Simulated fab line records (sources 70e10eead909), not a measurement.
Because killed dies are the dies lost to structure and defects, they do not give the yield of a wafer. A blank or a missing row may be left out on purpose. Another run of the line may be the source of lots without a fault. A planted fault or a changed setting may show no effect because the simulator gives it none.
A single fault, viewed from 2 desks :: flow nand_harc :: numbers are kept per desk, each desk with only its own; the story behind them comes last

## FOR THE TOOL OWNER'S DESK: litho_track-01
The tool's own readings at NHARC_P_CONTACT_PEB_10 (peb time 65 s): means of the sampled wafers that have a number, for each lot that ran on this tool. Marked OUT: a lot whose mean sits more than 4 standard deviations from the usual mean, which makes it out of limits; the brackets give that distance.
Columns: A = plate_temp_C at NHARC_P_CONTACT_PEB_10, usual 99.99 C
lot: L292
first seen here: day 6 13:10
A: 100.14

lot: L296
first seen here: day 7 21:14
A: 99.90

lot: L297
first seen here: day 8 07:04
A: 99.92

lot: L299
first seen here: day 9 02:59
A: 99.98

lot: L305
first seen here: day 12 04:55
A: 100.66 (+5.5) OUT

lot: L306
first seen here: day 12 10:34
A: 100.73 (+6.2) OUT
This desk's finding: out of limits on L305, L306; first on L305, day 12 04:55 (plate_temp_C at NHARC_P_CONTACT_PEB_10). Within limits: L292, L296, L297, L299.

## THE METROLOGY DESK
Lot by lot, what the gauges showed, no matter which tool ran the lot: averages of those sampled wafers that carry a number. Marked OUT: a lot whose mean sits more than 4 standard deviations from the usual mean, which makes it out of limits; the brackets give that distance.
Columns: A = cd_nm at NHARC_P_CONTACT_CD_MEAS_19, usual 89.6 nm
lot: L292
first seen here: day 6 14:17
A: 89.9

lot: L293
first seen here: day 7 03:50
A: 88.8

lot: L294
first seen here: day 7 10:48
A: 91.6

lot: L296
first seen here: day 7 22:22
A: 91.5

lot: L297
first seen here: day 8 08:13
A: 90.1

lot: L298
first seen here: day 9 01:39
A: 90.7

lot: L299
first seen here: day 9 04:16
A: 89.2

lot: L305
first seen here: day 12 06:04
A: 93.0

lot: L306
first seen here: day 12 11:49
A: 91.2

lot: L309
first seen here: day 13 16:20
A: 89.5

lot: L310
first seen here: day 14 00:20
A: 88.3

lot: L311
first seen here: day 14 22:07
A: 89.2

lot: L313
first seen here: day 15 00:05
A: 87.5

lot: L314
first seen here: day 15 12:31
A: 89.5
This desk's finding: nothing out of limits on any of the 14 lots.

## ALL TOGETHER
The tool owner's desk had the chance to raise an alarm at day 12 04:55 on L305, L306.
At the metrology desk, nothing out of limits was observed.
The metrology desk has L305, L306 on record, within its limits.
The lots listed all ran NHARC_P_CONTACT_PEB_10 on litho_track-01.

## WHAT THE SIMULATOR HAD PUT IN
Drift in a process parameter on litho_track-01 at NHARC_P_CONTACT_PEB_10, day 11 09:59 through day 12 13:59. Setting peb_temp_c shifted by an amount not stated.
Struck lots among those shown: L305, L306.
Time in hours from fault onset to the first out-of-limits reading at each desk: the tool owner's desk, 19.
